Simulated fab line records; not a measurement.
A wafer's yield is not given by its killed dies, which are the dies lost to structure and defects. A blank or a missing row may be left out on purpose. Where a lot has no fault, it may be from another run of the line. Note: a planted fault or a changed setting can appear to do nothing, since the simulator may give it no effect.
Matching of chambers    flow n5_finfet    4 sister chambers for N5_DUMMY_REMOVAL_STRIP_10 on rie_diel-02
The step strips in N2/H2, time 40 s. 4 wafers are shown with their chamber, then 9 later ones without.

== WAFERS, EACH WITH ITS CHAMBER ==
wafer   chamber  drypump_motor_current_A (A)
L083.6  2        5.83
L087.1  3        5.35
L087.5  0        5.11
L087.6  1        5.67

== WAFERS MISSING THEIR CHAMBER ==
wafer   drypump_motor_current_A (A)
L089.1  5.67
L089.3  5.35
L089.4  5.86
L092.2  5.70
L092.4  5.12
L092.6  5.12
L095.3  5.68
L095.5  5.85
L095.6  5.37

== CHAMBER TAKEN BY EACH ==
wafer   from the rows above  in truth
L089.1  1                    1
L089.3  3                    3
L089.4  2                    2
L092.2  1                    1
L092.4  0                    0
L092.6  0                    0
L095.3  1                    1
L095.5  2                    2
L095.6  3                    3
Correct placement for 9 of the 9. From these rows, 0 cannot be placed. Placed wrongly: 0.
How it was worked out, from the rows above alone: a wafer's distance from a chamber is the root of the sum, over the readings, of the square of ((its reading less the chamber's mean) divided by the reading's scatter). The wafer belongs to the nearest chamber; if the next one is less than 2 further off, it can't be placed. Each chamber's mean is taken over the wafers shown for it. The scatter: root of mean squared gap, hidden wafer to nearest shown wafer, with one shown wafer a chamber.
